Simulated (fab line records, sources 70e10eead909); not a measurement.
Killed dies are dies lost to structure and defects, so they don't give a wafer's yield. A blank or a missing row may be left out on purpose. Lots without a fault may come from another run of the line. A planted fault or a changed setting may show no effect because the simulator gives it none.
Which tool did it? | flow nand_harc | 14 lots, 42 wafers sampled, at 6 steps of a route of 1302

WHAT THE GAUGES READ, wafer by wafer
NHARC_A_SOURCE_PLATE_THK_MEAS_06: measures by ellipsometry.
lot  | measured     | on            | thk_nm (nm)
L241 | day 7 20:58  | film_metro-01 | 200.5 204.5 201.4
L240 | day 7 20:58  | film_metro-02 | 196.8 198.3 197.5
L243 | day 9 08:28  | film_metro-02 | 200.8 200.8 203.6
L244 | day 9 08:28  | film_metro-01 | 200.0 198.5 197.9
L247 | day 10 12:58 | film_metro-01 | 201.5 202.6 199.7
L252 | day 12 22:11 | film_metro-02 | 195.4 196.7 198.4
L255 | day 13 21:08 | film_metro-01 | 199.8 197.6 197.8
L254 | day 13 21:08 | film_metro-02 | 201.4 202.2 199.1
L256 | day 14 10:32 | film_metro-01 | 199.0 197.0 201.9
L257 | day 14 13:45 | film_metro-01 | 194.9 197.9 194.6
L259 | day 15 21:35 | film_metro-02 | 202.0 202.9 203.4
L261 | day 16 07:48 | film_metro-01 | 202.6 201.9 204.3
L262 | day 17 02:55 | film_metro-01 | 200.8 200.6 202.4
L263 | day 17 02:55 | film_metro-01 | 202.7 197.8 200.4

NHARC_A_SOURCE_PLATE_INSPECT_08.
lot  | measured     | on                | raw_defect_count
L241 | day 7 21:02  | defect_inspect-02 | 70 49 70
L240 | day 7 21:02  | defect_inspect-01 | 29 50 17
L243 | day 9 08:33  | defect_inspect-02 | 1004 929 954 983 926 960
L244 | day 9 08:33  | defect_inspect-01 | 948 913 916 936 914 920
L247 | day 10 13:02 | defect_inspect-01 | 53 78 60
L252 | day 12 22:18 | defect_inspect-02 | 55 92 91
L255 | day 13 21:13 | defect_inspect-01 | 25 36 64
L254 | day 13 21:13 | defect_inspect-02 | 70 60 57
L256 | day 14 10:36 | defect_inspect-02 | 54 70 35
L257 | day 14 13:50 | defect_inspect-02 | 43 109 73
L259 | day 15 21:40 | defect_inspect-01 | 47 30 40
L261 | day 16 07:54 | defect_inspect-01 | 55 36 32
L262 | day 17 02:59 | defect_inspect-02 | 80 54 79
L263 | day 17 02:59 | defect_inspect-02 | 41 63 75

NHARC_A_ONON_D1_THK_MEAS_02: measures by ellipsometry.
lot  | measured     | on            | thk_nm (nm)
L241 | day 7 21:37  | film_metro-02 | 982 983 981
L240 | day 7 21:37  | film_metro-01 | 1002 1005 1004
L243 | day 9 11:45  | film_metro-02 | 990 989 988
L244 | day 9 15:45  | film_metro-01 | 992 989 991
L247 | day 10 13:37 | film_metro-01 | 1000 1000 1000
L252 | day 12 22:52 | film_metro-01 | 993 993 994
L255 | day 13 21:47 | film_metro-02 | 1015 1016 1016
L254 | day 13 21:47 | film_metro-01 | 996 997 999
L256 | day 14 11:10 | film_metro-01 | 1003 999 1002
L257 | day 14 14:25 | film_metro-02 | 996 996 997
L259 | day 15 22:14 | film_metro-02 | 1005 1004 1004
L261 | day 16 08:29 | film_metro-02 | 1003 1005 1004
L262 | day 17 03:33 | film_metro-01 | 1009 1009 1009
L263 | day 17 03:34 | film_metro-01 | 1005 1002 1004

NHARC_END_SORT_01.
lot  | measured     | on        | killed_at_array | killed_at_other | killed_at_periphery | killed_dies | killed_open | killed_short
L244 | day 27 15:50 | prober-02 | 119 111         | 1 2             | 6 3                 | 126 116     | 3 3         | 2 2

WHICH TOOL RAN EACH LOT (tool, then ch and the chambers of the sampled wafers, then the start)
lot  | NHARC_P_BONDPAD_DEGAS_25     | NHARC_A_SOURCE_PLATE_CVD_03
L241 | pvd_sputter-01, day 6 19:58  | lpcvd_poly-03 ch 0, day 7 10:58
L240 | pvd_sputter-03, day 6 20:31  | lpcvd_poly-03 ch 0, day 7 10:58
L243 | pvd_sputter-02, day 8 06:02  | lpcvd_poly-03 ch 0, day 8 21:59
L244 | pvd_sputter-02, day 8 07:32  | lpcvd_poly-03 ch 0, day 8 21:59
L247 | pvd_sputter-01, day 9 13:07  | lpcvd_poly-01 ch 0, day 10 02:35
L252 | pvd_sputter-01, day 11 20:10 | lpcvd_poly-03 ch 0, day 12 10:18
L255 | pvd_sputter-01, day 12 20:23 | lpcvd_poly-03 ch 0, day 13 10:03
L254 | pvd_sputter-03, day 12 21:00 | lpcvd_poly-03 ch 0, day 13 10:03
L256 | pvd_sputter-03, day 13 08:05 | lpcvd_poly-02 ch 0, day 13 23:39
L257 | pvd_sputter-02, day 13 13:01 | lpcvd_poly-03 ch 0, day 14 03:19
L259 | pvd_sputter-02, day 14 18:32 | lpcvd_poly-02 ch 0, day 15 08:51
L261 | pvd_sputter-03, day 15 05:31 | lpcvd_poly-02 ch 0, day 15 21:22
L262 | pvd_sputter-03, day 16 02:23 | lpcvd_poly-03 ch 0, day 16 16:25
L263 | pvd_sputter-03, day 16 03:19 | lpcvd_poly-03 ch 0, day 16 16:25
- NHARC_P_BONDPAD_DEGAS_25: time 60 s.
- NHARC_A_SOURCE_PLATE_CVD_03: deposits poly-Si, target thk 200 nm, time 4000 s.

WHAT THE TOOLS THEMSELVES READ (means of the sampled wafers that have a number; where no wafer has one, the mark that the record gives instead)
NHARC_P_BONDPAD_DEGAS_25.
lot  | tool           | heater_power_w (W)
L241 | pvd_sputter-01 | 536
L240 | pvd_sputter-03 | 510
L243 | pvd_sputter-02 | 457
L244 | pvd_sputter-02 | 443
L247 | pvd_sputter-01 | 411
L252 | pvd_sputter-01 | 391
L255 | pvd_sputter-01 | 404
L254 | pvd_sputter-03 | 479
L256 | pvd_sputter-03 | 448
L257 | pvd_sputter-02 | 473
L259 | pvd_sputter-02 | 452
L261 | pvd_sputter-03 | 488
L262 | pvd_sputter-03 | 502
L263 | pvd_sputter-03 | 507

NHARC_A_SOURCE_PLATE_CVD_03.
lot  | tool          | spike_tc_lower_C (C) | zone_power_lower_pct (%)
L241 | lpcvd_poly-03 | 618.0                | 9.1
L240 | lpcvd_poly-03 | 618.9                | 9.1
L243 | lpcvd_poly-03 | 618.6                | 9.2
L244 | lpcvd_poly-03 | 619.3                | 9.2
L247 | lpcvd_poly-01 | 618.3                | 10.0
L252 | lpcvd_poly-03 | 618.8                | 9.3
L255 | lpcvd_poly-03 | 617.9                | 9.1
L254 | lpcvd_poly-03 | 619.3                | 9.0
L256 | lpcvd_poly-02 | 621.3                | 8.7
L257 | lpcvd_poly-03 | 618.1                | 9.2
L259 | lpcvd_poly-02 | 621.0                | 8.7
L261 | lpcvd_poly-02 | 622.7                | 8.7
L262 | lpcvd_poly-03 | 617.6                | 9.2
L263 | lpcvd_poly-03 | 618.8                | 9.2

THE ANSWER, worked out from the rows above alone
Rule: what is usual is taken from the lots themselves. Put in order of their means at a reading, lots are off if they are a third of the lots or fewer, leave a main group of 4 or more, and stand apart from it by a gap of 3 or more times the standard deviation of the main group's means; of several such gaps the widest counts. A main group whose means are all the same, to the digits that the tables above print for the reading, isn't used. A lot without any number at a reading at which 4 lots or more have one is off too. The other lots that the step has rows for count as sound. The gauges are gone through in route order, then the tools' own readings, and for those a lot's mean is taken as printed above. The first step at which some lot is off is used, and at that step the reading that is off furthest; a lot without a number counts as furthest.
Off: L243, L244, at NHARC_A_SOURCE_PLATE_INSPECT_08 (raw_defect_count). The main group: mean 57, standard deviation 15.
A tool fits if, at a process step before that reading, it ran every lot that is off, and no sound lot after the first of them. The gauges at NHARC_A_SOURCE_PLATE_INSPECT_08 are tried like those tools. None of those tried fits.

WHAT THE SIMULATOR HAD PUT IN
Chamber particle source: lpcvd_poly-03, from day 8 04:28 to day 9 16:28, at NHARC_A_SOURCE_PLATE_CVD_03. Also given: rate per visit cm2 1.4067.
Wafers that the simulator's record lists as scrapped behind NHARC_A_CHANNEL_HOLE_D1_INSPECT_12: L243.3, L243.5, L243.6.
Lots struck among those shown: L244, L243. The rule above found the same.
